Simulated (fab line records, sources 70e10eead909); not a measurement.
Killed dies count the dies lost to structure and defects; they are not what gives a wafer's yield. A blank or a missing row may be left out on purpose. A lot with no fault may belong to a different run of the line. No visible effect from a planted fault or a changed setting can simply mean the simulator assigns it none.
A struck lot beside a sound one :: flow nand harc :: 15 steps out of a route of 1302
Sound: the wafers L398.1, L398.2, L398.6. Struck: wafer L403.3. (L403.6 of the same lot was not struck and is left out.) The cause comes at the end.
For every step that has rows: the tool of each side, followed by ch and its chambers, followed by its first start. Under that, the readings that differ: sound wafers :: struck wafers :: difference of the means :: sigmas: that difference in standard deviations of wafers without a fault.
alike: readings whose means differ by less than 2 such deviations, and words and numbers that are the same on both sides. not compared: withheld readings, readings that some wafer has no value for, bounds like >300 that may hide the same value, and numbers for which the record gives no deviation and whose values overlap.
The two part at a step that has a row with sigmas, a row that says differs or no value, or rows on one side only. Non-overlapping numbers with no deviation appear without sigmas and do not part them. A reading missing from all wafers of one side parts the sides only when that side holds two or more wafers.

first, 7 steps without rows for these wafers: NHARC_P_ZERO_WELL_COAT_64 (time 65 s); NHARC_P_ZERO_WELL_COAT_05 (resist thk 600 nm); NHARC_P_ZERO_WELL_SOFTBAKE_06 (time 70 s); NHARC_P_ZERO_WELL_EBR_07; NHARC_P_ZERO_WELL_EXPOSE_08 (exposes mask P ZERO, target cd 500 nm); NHARC_P_ZERO_WELL_PEB_09 (peb time 80 s); NHARC_P_ZERO_WELL_DEVELOP_10 (time 50 s).
NHARC_P_ZERO_WELL_CD_MEAS_11: the cd target is 500 nm.
  sound on cd sem-01 ch 0, day 4 19:15; struck on cd sem-02 ch 0, day 6 21:14
  alike: cd nm
then, 1 step without rows for these wafers: NHARC_P_ZERO_WELL_HARDBAKE_12 (time 65 s).
NHARC_P_ZERO_WELL_DESCUM_13: chemistry O2, time 3 s.
  sound on rie diel-13 ch 0,2, day 4 22:11; struck on rie diel-12 ch 1, day 6 21:24
reading: showerhead plenum p Torr (Torr)
sound: 1.96 1.96 1.96
struck: 1.79
difference: -0.17
sigmas: -2
  alike: drypump motor current A, oes product au, rf vpp V, throttle valve pct
  not compared: rf hours counter h
NHARC_P_ZERO_WELL_ETCH_65: etches the open film in N2/H2, target depth 80 nm, overetch 24 nm, time 87.88 s.
  sound on rie diel-13 ch 0,2,3, day 4 22:20; struck on rie diel-12 ch 0, day 6 21:30
  alike: drypump motor current A, h2 flow sccm, oes product au, rf vpp V, showerhead plenum p Torr, throttle valve pct
  not compared: rf hours counter h
NHARC_P_ZERO_WELL_ETCH_62: etches the open film in CHF3/Ar, target depth 13 nm, time 6.5 s.
  sound on rie diel-13 ch 0,2; struck on rie diel-12 ch 0
  alike: drypump motor current A, oes product au, rf vpp V, showerhead plenum p Torr, throttle valve pct
  not compared: rf hours counter h
NHARC_P_ZERO_WELL_ETCH_63: etches the open film in HBr/Cl2, target depth 120 nm, time 40.1 s.
  sound on rie si-06 ch 0,1,3, day 4 22:36; struck on rie si-02 ch 0, day 6 21:39
reading: oes product au (a.u.)
sound: 1.004 1.010 1.000
struck: 1.224
difference: +0.219
sigmas: +35
  alike: drypump motor current A, throttle valve pct
  not compared: rf hours counter h
then, 2 steps without rows for these wafers: NHARC_P_ZERO_WELL_STRIP_15 (strips in SPM, time 900 s); NHARC_END_SORT_01.

## WHERE THEY PART
Earliest at NHARC_P_ZERO_WELL_DESCUM_13; latest, in this record, at NHARC_P_ZERO_WELL_ETCH_63.

WHY: what had been put in by the simulator
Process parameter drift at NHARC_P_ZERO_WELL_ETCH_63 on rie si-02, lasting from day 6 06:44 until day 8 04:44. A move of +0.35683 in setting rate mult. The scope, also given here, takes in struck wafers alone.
